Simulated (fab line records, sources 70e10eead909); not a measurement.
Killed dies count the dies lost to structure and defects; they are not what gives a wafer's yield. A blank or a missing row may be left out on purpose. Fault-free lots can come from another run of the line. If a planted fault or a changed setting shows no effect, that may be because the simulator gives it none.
Which tool did it? / flow nand harc / 12 lots with 36 wafers sampled at 2 steps, on a route of 1159 steps

WHAT THE GAUGES READ, wafer by wafer
NHARC_A_CONTACT_OVL_MEAS_09.
lot=L074; measured=day 17 01:29; on=overlay-01; overlay x nm (nm)=-0.6 -0.7 -0.4
lot=L076; measured=day 17 14:16; on=overlay-02; overlay x nm (nm)=-0.6 0.0 -0.6
lot=L080; measured=day 18 03:01; on=overlay-01; overlay x nm (nm)=0.9 0.8 0.3
lot=L083; measured=day 18 17:13; on=overlay-01; overlay x nm (nm)=0.1 0.1 0.3
lot=L081; measured=day 19 05:44; on=overlay-01; overlay x nm (nm)=-0.7 -0.8 -1.3
lot=L084; measured=day 19 09:24; on=overlay-01; overlay x nm (nm)=-0.2 -0.5 0.1
lot=L087; measured=day 19 23:46; on=overlay-02; overlay x nm (nm)=1.2 0.9 0.7
lot=L086; measured=day 20 10:40; on=overlay-02; overlay x nm (nm)=0.0 0.1 1.1
lot=L091; measured=day 21 08:16; on=overlay-01; overlay x nm (nm)=0.5 -0.1 0.7
lot=L093; measured=day 21 12:01; on=overlay-02; overlay x nm (nm)=1.0 0.8 0.8
lot=L096; measured=day 22 11:15; on=overlay-02; overlay x nm (nm)=0.2 -0.3 -0.7
lot=L097; measured=day 23 00:08; on=overlay-02; overlay x nm (nm)=0.0 -0.7 -0.5

WHAT TOOL EACH LOT RAN ON (gives the tool, then ch and the chambers of the sampled wafers, and finally the start)
lot=L074; NHARC_A_CONTACT_ETCH_130=har cap etch-02 ch 0,1, day 16 20:33
lot=L076; NHARC_A_CONTACT_ETCH_130=har cap etch-02 ch 0,1, day 17 08:49
lot=L080; NHARC_A_CONTACT_ETCH_130=har cap etch-03 ch 0,1, day 17 22:50
lot=L083; NHARC_A_CONTACT_ETCH_130=har cap etch-01 ch 0,1, day 18 12:17
lot=L081; NHARC_A_CONTACT_ETCH_130=har cap etch-02 ch 0,1, day 19 01:20
lot=L084; NHARC_A_CONTACT_ETCH_130=har cap etch-01 ch 0,1, day 19 04:46
lot=L087; NHARC_A_CONTACT_ETCH_130=har cap etch-01 ch 0,1, day 19 18:16
lot=L086; NHARC_A_CONTACT_ETCH_130=har cap etch-03 ch 0,1, day 20 06:31
lot=L091; NHARC_A_CONTACT_ETCH_130=har cap etch-01 ch 0,1, day 20 23:45
lot=L093; NHARC_A_CONTACT_ETCH_130=har cap etch-02 ch 0,1, day 21 05:57
lot=L096; NHARC_A_CONTACT_ETCH_130=har cap etch-03 ch 0,1, day 22 05:57
lot=L097; NHARC_A_CONTACT_ETCH_130=har cap etch-02 ch 0,1, day 22 19:57
- NHARC_A_CONTACT_ETCH_130: etches the open film in C4F8/O2/Ar, time 155 s, target depth 956 nm.

THE ANSWER, worked out from the rows above alone
Rule: usual is defined by the lots themselves. The widest of any qualifying gaps counts: lots, ordered by their means at a reading, are off when they make up no more than a third of the lots, leave a main group of 4 or more, and stand apart from it by 3 or more times the standard deviation of that group's means. A main group is skipped when, at the precision printed for the reading in the tables above, its means are all equal. A lot without any number at a reading at which 4 lots or more have one is off too. The other lots that the step has rows for count as sound.
Across all readings shown, no lot is off: no conclusion can be drawn from this.

WHAT THE SIMULATOR HAD PUT IN
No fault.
